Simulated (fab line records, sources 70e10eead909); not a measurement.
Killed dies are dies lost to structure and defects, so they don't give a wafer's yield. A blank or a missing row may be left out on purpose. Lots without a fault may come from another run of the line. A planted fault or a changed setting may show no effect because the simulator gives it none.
Chamber matching | flow nand_harc | NHARC_A_STAIRCASE_DEP_322 on pecvd-01: 3 sister chambers
The step deposits SiO2, target thk 3800 nm. 14 wafers are shown with their chamber, then 7 later ones without.

WAFERS WITH THEIR CHAMBER
wafer  | chamber | heater_power_w (W)
L076.2 | 0       | 833
L076.4 | 0       | 696
L076.6 | 1       | 654
L081.1 | 1       | 807
L081.4 | 1       | 654
L081.6 | 0       | 697
L082.1 | 1       | 745
L082.4 | 2       | 530
L082.6 | 0       | 694
L089.1 | 1       | 790
L089.2 | 2       | 577
L089.5 | 2       | 549
L090.1 | 1       | 730
L090.3 | 2       | 681

SIGNATURES (means of the wafers above)
reading        | chamber 0 | chamber 1 | chamber 2 | scatter within a chamber
heater_power_w | 730.00    | 730.00    | 584.25    | 66.8
Rule: a wafer's distance from a chamber is the root of the sum, over the readings, of the square of ((its reading less the chamber's mean) divided by the reading's scatter). The wafer belongs to the nearest chamber; if the next one is less than 2 further off, it can't be placed. The scatter: the root of (the sum of the squares of (reading less its chamber's mean) over the shown wafers, divided by (wafers less chambers)).

WAFERS WITHOUT THEIR CHAMBER
wafer  | heater_power_w (W)
L090.6 | 650
L092.1 | 825
L092.2 | 585
L092.4 | 539
L091.1 | 841
L091.5 | 534
L091.6 | 715

WHICH CHAMBER EACH WENT THROUGH
wafer  | from the rows above          | in truth
L090.6 | can't be placed: 2 or 0 or 1 | 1
L092.1 | can't be placed: 0 or 1      | 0
L092.2 | 2                            | 2
L092.4 | 2                            | 2
L091.1 | can't be placed: 0 or 1      | 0
L091.5 | 2                            | 2
L091.6 | can't be placed: 0 or 1 or 2 | 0
Placed correctly: 3 of 7. Can't be placed from these rows: 4 (the true chamber is among the candidates in 4). Placed wrongly: 0.
